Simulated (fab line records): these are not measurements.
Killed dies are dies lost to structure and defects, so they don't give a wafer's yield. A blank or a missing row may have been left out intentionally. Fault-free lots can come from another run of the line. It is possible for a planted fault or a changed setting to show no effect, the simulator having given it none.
Comparing a struck lot with a sound one    flow n5_finfet    22 out of 1938 route steps
Sound: the wafers L324.1, L324.2, L324.3. Wafers L335.1, L335.3, L335.6 were the ones struck. The cause is given at the end.
At each step with rows: each side's tool, then ch and its chambers, then its first start. Under that, the readings that differ: sound wafers    struck wafers    difference of the means    sigmas: that difference in standard deviations of wafers without a fault.
alike: same words and numbers on both sides, and readings whose means sit less than 2 such deviations apart. not compared: any withheld reading, any reading some wafer has no value for, any bound like >300 that may hide the same value, and any number with overlapping values for which the record gives no deviation.
A row with sigmas, a row that says differs or no value, or rows on one side alone: a step with any of these is where the two part. Numbers that don't overlap but have no deviation are shown without sigmas and don't part them. Lack of a reading on every wafer of one side parts them only where that side has two or more wafers.

first, 8 steps without rows for these wafers: N5_BEOL_M11_CVD_75 (deposits Co from CCTBA/H2, target thk 2 nm, time 138.9 s); N5_BEOL_M11_SPUTTER_48 (material Cu, target thk 12 nm, time 2 s); N5_BEOL_M11_ECD_50 (material Cu, target thk 318 nm); N5_BEOL_M11_ANNEAL_51 (time 90 s); N5_BEOL_M11_CMP_52 (polishes, stops on SiCOH lowk, t overpolish 7 s, target thk 140 nm); N5_BEOL_M11_PRE_CLEAN_55 (time 15 s); N5_BEOL_M11_DEP_56 (deposits SiCN from 3MS/NH3, target thk 30 nm, time 10.5 s); N5_BEOL_M12_ILD_DEP_00 (deposits SiOC from DEMS/O2, target thk 658.92 nm, time 130.7 s).
N5_BEOL_M12_COAT_58: time 60 s, resist thk 89 nm.
  sound on litho_track-04 ch 0, day 9 21:22; struck on litho_track-04 ch 0, day 13 06:32
reading                                     sound                 struck                difference  sigmas
spin_speed_rpm (rpm)                        1499.6 1500.2 1499.4  1558.7 1559.1 1559.2  +59.3       +62
model.BARC_of_BEOL_M12_COAT_58.thk_nm (nm)  88.6 89 88.8          87.4 87.4 87.4        -1.4        
  alike: chill_plate_temp_C, heater_power_total_W
then, 8 steps without rows for these wafers: N5_BEOL_M12_COAT_04 (resist thk 400 nm); N5_BEOL_M12_EBR_06; N5_BEOL_M12_SOFTBAKE_05 (time 60 s); N5_BEOL_M12_EXPOSE_07 (exposes mask V11); N5_BEOL_M12_PEB_08 (peb time 90 s); N5_BEOL_M12_DEVELOP_09 (develop time 45 s); N5_BEOL_M12_HARDBAKE_14 (time 120 s); N5_BEOL_M12_DESCUM_15 (chemistry O2, time 7.9 s).
N5_BEOL_M12_ETCH_59: etches BARC in N2/H2, target depth 89 nm, overetch 26.7 nm, time 67.9 s.
  sound on rie_diel-03 ch 0,2,3, day 9 22:05; struck on rie_diel-05 ch 0,1,2, day 13 06:56
reading                   sound              struck             difference  sigmas
model.etch.depth_nm (nm)  88.69 88.96 88.74  87.33 87.44 87.32  -1.43       
  alike: drypump_motor_current_A, oes_product_au, rf_vpp_V, showerhead_plenum_p_Torr, throttle_valve_pct
  not compared: rf_hours_counter_h
then, 2 steps without rows for these wafers: N5_BEOL_M12_VIA_ETCH_16 (etches SiOC in C4F8/O2/Ar, target depth 724.8 nm); N5_BEOL_M12_STRIP_63 (strips in N2/H2).
N5_BEOL_M12_STRIP_64: strips in N2/H2.
  sound on plasma_asher-02 ch 0,1, day 9 22:24; struck on plasma_asher-01 ch 0,1, day 13 07:14
reading                       sound              struck             difference  sigmas
strip_time_to_endpoint_s (s)  31.21 31.29 31.24  30.84 30.86 30.83  -0.40       -5
  alike: drypump_motor_current_A, heater_power_w, oes_product_au, temp_c
  not compared: rf_hours_counter_h
then, 1 step without rows for these wafers: N5_BEOL_M12_STRIP_71 (strips in post etch residue remover, time 60 s).

== WHERE THEY PART ==
First at N5_BEOL_M12_COAT_58; last, within this record, at N5_BEOL_M12_STRIP_64.

WHY: what had been put in by the simulator
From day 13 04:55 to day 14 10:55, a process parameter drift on litho_track-04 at N5_BEOL_M12_COAT_58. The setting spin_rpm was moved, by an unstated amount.
